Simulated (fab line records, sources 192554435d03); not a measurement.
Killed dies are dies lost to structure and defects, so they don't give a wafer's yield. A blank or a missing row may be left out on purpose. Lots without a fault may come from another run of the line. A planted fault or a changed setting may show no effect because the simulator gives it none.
Chamber matching | flow n5_finfet | N5_BEOL_M1_STRIP_36 on rie_diel-04: 4 sister chambers
The step strips in N2/H2. 14 wafers are shown with their chamber, then 7 later ones without.

WAFERS WITH THEIR CHAMBER
wafer  | chamber | showerhead_plenum_p_Torr (Torr) | drypump_motor_current_A (A) | throttle_valve_pct (%)
L084.2 | 1       | 2.54                            | 6.6                         | 23.7
L084.3 | 2       | 2.61                            | 5.7                         | 24.1
L084.6 | 0       | 2.61                            | 5.7                         | 24.3
L085.2 | 2       | 2.61                            | 5.7                         | 24.1
L085.5 | 0       | 2.61                            | 5.8                         | 24.3
L085.6 | 3       | 2.43                            | 6.6                         | 23.9
L088.1 | 2       | 2.61                            | 5.7                         | 24.2
L088.3 | 1       | 2.54                            | 6.5                         | 23.7
L088.4 | 2       | 2.61                            | 5.7                         | 24.2
L090.2 | 1       | 2.54                            | 6.5                         | 23.7
L090.3 | 2       | 2.61                            | 5.7                         | 24.2
L090.5 | 1       | 2.54                            | 6.6                         | 23.7
L094.1 | 2       | 2.60                            | 5.7                         | 24.2
L094.5 | 0       | 2.61                            | 5.8                         | 23.9

SIGNATURES (means of the wafers above)
reading                  | chamber 0 | chamber 1 | chamber 2 | chamber 3 | scatter within a chamber
showerhead_plenum_p_Torr | 2.6100    | 2.5400    | 2.6083    | 2.4300    | 0.00289
drypump_motor_current_A  | 5.767     | 6.550     | 5.700     | 6.600     | 0.0408
throttle_valve_pct       | 24.167    | 23.700    | 24.167    | 23.900    | 0.11
Rule: a wafer's distance from a chamber is the root of the sum, over the readings, of the square of ((its reading less the chamber's mean) divided by the reading's scatter). The wafer belongs to the nearest chamber; if the next one is less than 2 further off, it can't be placed. The scatter: the root of (the sum of the squares of (reading less its chamber's mean) over the shown wafers, divided by (wafers less chambers)).

WAFERS WITHOUT THEIR CHAMBER
wafer  | showerhead_plenum_p_Torr (Torr) | drypump_motor_current_A (A) | throttle_valve_pct (%)
L094.6 | 2.54                            | 6.6                         | 23.7
L095.2 | 2.42                            | 6.6                         | 23.9
L095.3 | 2.60                            | 5.7                         | 24.2
L095.4 | 2.54                            | 6.5                         | 23.7
L097.3 | 2.54                            | 6.5                         | 23.7
L097.5 | 2.61                            | 5.7                         | 23.9
L097.6 | 2.54                            | 6.5                         | 23.7

WHICH CHAMBER EACH WENT THROUGH
wafer  | from the rows above     | in truth
L094.6 | 1                       | 1
L095.2 | 3                       | 3
L095.3 | can't be placed: 2 or 0 | 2
L095.4 | 1                       | 1
L097.3 | 1                       | 1
L097.5 | can't be placed: 2 or 0 | 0
L097.6 | 1                       | 1
Placed correctly: 5 of 7. Can't be placed from these rows: 2 (the true chamber is among the candidates in 2). Placed wrongly: 0.
